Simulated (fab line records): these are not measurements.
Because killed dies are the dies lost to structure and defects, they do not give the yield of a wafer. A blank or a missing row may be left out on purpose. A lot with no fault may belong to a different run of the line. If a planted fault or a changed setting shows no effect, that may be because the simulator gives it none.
Matching of chambers | flow nand harc | NHARC_A_BLC_CMP_25 on cmp-04 has 4 sister chambers
The step polishes, t overpolish 30 s, target thk 150 nm. 4 wafers are shown with their chamber, then 11 later ones without.

== WAFERS WITH THEIR CHAMBER ==
wafer  | chamber | motor current A (A)
L088.1 | 0       | 11.7
L088.4 | 2       | 15.0
L088.6 | 3       | 11.0
L093.1 | 1       | 13.2

== WAFERS MISSING THEIR CHAMBER ==
wafer  | motor current A (A)
L093.2 | 15.9
L093.6 | 11.2
L091.2 | 10.7
L091.3 | 15.6
L091.5 | 14.8
L092.1 | 15.6
L092.3 | 11.1
L092.6 | 11.1
L096.2 | 14.6
L096.3 | 11.5
L096.4 | 13.1

== WHICH CHAMBER EACH ONE RAN IN ==
wafer  | from the rows above     | in truth
L093.2 | 2                       | 2
L093.6 | can't be placed: 3 or 0 | 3
L091.2 | can't be placed: 3 or 0 | 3
L091.3 | 2                       | 2
L091.5 | 2                       | 2
L092.1 | 2                       | 2
L092.3 | can't be placed: 3 or 0 | 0
L092.6 | can't be placed: 3 or 0 | 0
L096.2 | 2                       | 2
L096.3 | can't be placed: 0 or 3 | 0
L096.4 | 1                       | 1
Placed correctly: 6 of 11. Not placeable from these rows: 5 (in 5, the candidates include the true chamber). Number placed wrongly: 0.
How it was worked out, from the rows above alone: a wafer's distance from a chamber is the root of the sum, over the readings, of the square of ((its reading less the chamber's mean) divided by the reading's scatter). The wafer belongs to the nearest chamber; if the next one is less than 2 further off, it can't be placed. A chamber's mean is the mean of its shown wafers. The scatter (one wafer shown for each chamber): square how far every hidden wafer sits from the nearest shown wafer, average those squares and take the square root.
